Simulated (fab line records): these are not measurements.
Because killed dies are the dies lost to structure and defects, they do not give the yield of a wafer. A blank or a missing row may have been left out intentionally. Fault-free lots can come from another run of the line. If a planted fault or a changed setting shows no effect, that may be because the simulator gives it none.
The tool behind it: which one?	flow n5_finfet	24 lots with 72 wafers sampled at 3 steps, on a route of 1938 steps

WHAT THE GAUGES READ, wafer by wafer
N5_HKMG_FIN_INSPECT_28: inspects for defects (darkfield).
lot	measured	on	raw_defect_count
L074	day 4 08:14	defect_inspect-01	51 35 46
L075	day 4 15:43	defect_inspect-02	39 30 32
L076	day 4 18:20	defect_inspect-02	33 26 43
L077	day 5 05:01	defect_inspect-01	45 29 28
L078	day 5 08:19	defect_inspect-02	26 41 43
L079	day 5 14:17	defect_inspect-02	58 34 52
L080	day 5 18:28	defect_inspect-01	61 49 53
L081	day 6 00:47	defect_inspect-01	43 23 43
L082	day 6 06:54	defect_inspect-01	27 30 55
L083	day 6 13:58	defect_inspect-01	41 37 56
L084	day 7 09:36	defect_inspect-02	63 57 24
L085	day 7 18:00	defect_inspect-01	30 42 28
L086	day 8 01:05	defect_inspect-02	40 76 55
L087	day 8 02:47	defect_inspect-01	30 30 41
L088	day 8 07:37	defect_inspect-01	33 16 52
L089	day 8 13:36	defect_inspect-02	74 42 82
L090	day 8 14:32	defect_inspect-02	18 52 32
L091	day 9 02:47	defect_inspect-02	27 40 53
L092	day 9 04:49	defect_inspect-02	27 27 30
L093	day 9 16:35	defect_inspect-01	48 35 27
L095	day 10 00:59	defect_inspect-01	34 28 21
L097	day 10 03:35	defect_inspect-02	35 31 24
L094	day 10 06:47	defect_inspect-02	56 46 32
L096	day 10 07:05	defect_inspect-01	42 34 39

N5_GATE_CUT_CD_MEAS_13: target cd 20 nm.
lot	measured	on	cd_nm (nm)
L074	day 4 11:49	cd_sem-03	20.00 19.89 20.37
L075	day 4 19:30	cd_sem-02	20.15 20.03 19.75
L076	day 4 22:19	cd_sem-02	19.99 20.14 20.32
L077	day 5 09:58	cd_sem-01	20.03 20.55 20.65
L078	day 5 12:23	cd_sem-02	19.64 20.04 19.92
L079	day 5 18:08	cd_sem-03	19.97 19.70 19.76
L080	day 5 22:37	cd_sem-02	20.54 20.56 20.01
L081	day 6 07:07	cd_sem-03	20.19 19.79 19.98
L082	day 6 10:29	cd_sem-03	20.09 20.28 20.45
L083	day 6 17:56	cd_sem-03	20.04 20.55 20.12
L084	day 7 13:26	cd_sem-01	20.48 19.85 20.35
L085	day 7 21:36	cd_sem-03	19.94 20.37 19.99
L086	day 8 04:57	cd_sem-01	20.00 20.17 20.30
L087	day 8 06:27	cd_sem-03	19.83 19.82 19.81
L088	day 8 11:39	cd_sem-02	19.65 20.00 19.81
L089	day 8 17:23	cd_sem-01	20.22 20.22 20.12
L090	day 8 19:29	cd_sem-01	19.94 19.76 20.04
L091	day 9 06:31	cd_sem-02	20.19 20.08 20.08
L092	day 9 08:42	cd_sem-02	20.20 20.31 19.69
L093	day 9 20:11	cd_sem-03	20.27 19.76 20.16
L095	day 10 04:43	cd_sem-03	20.21 20.03 19.91
L097	day 10 07:20	cd_sem-01	20.26 20.14 20.13
L094	day 10 10:34	cd_sem-03	20.14 19.99 20.13
L096	day 10 10:54	cd_sem-03	19.72 19.74 20.06

N5_GATE_CUT_INSPECT_15: inspects for defects (brightfield).
lot	measured	on	raw_defect_count
L074	day 4 11:54	defect_inspect-01	132 92 100
L075	day 4 19:35	defect_inspect-02	73 70 62
L076	day 4 22:24	defect_inspect-01	266 229 165
L077	day 5 10:04	defect_inspect-01	159 82 169
L078	day 5 12:29	defect_inspect-01	135 167 145
L079	day 5 18:14	defect_inspect-02	83 75 96
L080	day 5 22:42	defect_inspect-02	86 85 105
L081	day 6 07:13	defect_inspect-02	98 97 102
L082	day 6 10:34	defect_inspect-01	157 75 113
L083	day 6 23:17	defect_inspect-02	118 161 111
L084	day 7 13:31	defect_inspect-02	169 206 182
L085	day 7 21:41	defect_inspect-02	159 65 102
L086	day 8 05:02	defect_inspect-01	100 85 111
L087	day 8 06:32	defect_inspect-02	101 106 129
L088	day 8 11:44	defect_inspect-01	88 63 102
L089	day 8 17:28	defect_inspect-02	108 179 103
L090	day 8 19:34	defect_inspect-01	176 153 148
L091	day 9 06:36	defect_inspect-01	99 140 117
L092	day 9 08:47	defect_inspect-02	75 83 92
L093	day 9 20:16	defect_inspect-02	121 93 96
L095	day 10 04:48	defect_inspect-01	157 117 101
L097	day 10 07:25	defect_inspect-02	131 107 125
L094	day 10 10:40	defect_inspect-02	159 136 101
L096	day 10 10:59	defect_inspect-02	176 184 163

TOOL THAT RAN EACH LOT (tool first, then ch and the chambers of the sampled wafers, then the start)
No process step before these readings appears in the record.

WHAT THE TOOLS THEMSELVES READ (means of the sampled wafers that have a number; where no wafer has one, the mark that the record gives instead)
The record holds no such reading with a usual standard deviation.

THE ANSWER, worked out from the rows above alone
Rule: the lots themselves supply what counts as usual. The widest of any qualifying gaps counts: lots, ordered by their means at a reading, are off when they make up no more than a third of the lots, leave a main group of 4 or more, and stand apart from it by 3 or more times the standard deviation of that group's means. If all means in a main group match to the digits the tables above print for the reading, that group is not used. Also off: a lot with no number at a reading for which 4 or more lots have one. All remaining lots with rows at the step are treated as sound. Order of review: gauges by route order, followed by the tools' own readings, for which a lot's mean as printed above is used. The first step at which some lot is off is used, and at that step the reading that is off furthest; a lot without a number counts as furthest.
Nothing can be told from this: no lot is off at any reading shown.

WHAT THE SIMULATOR HAD PUT IN
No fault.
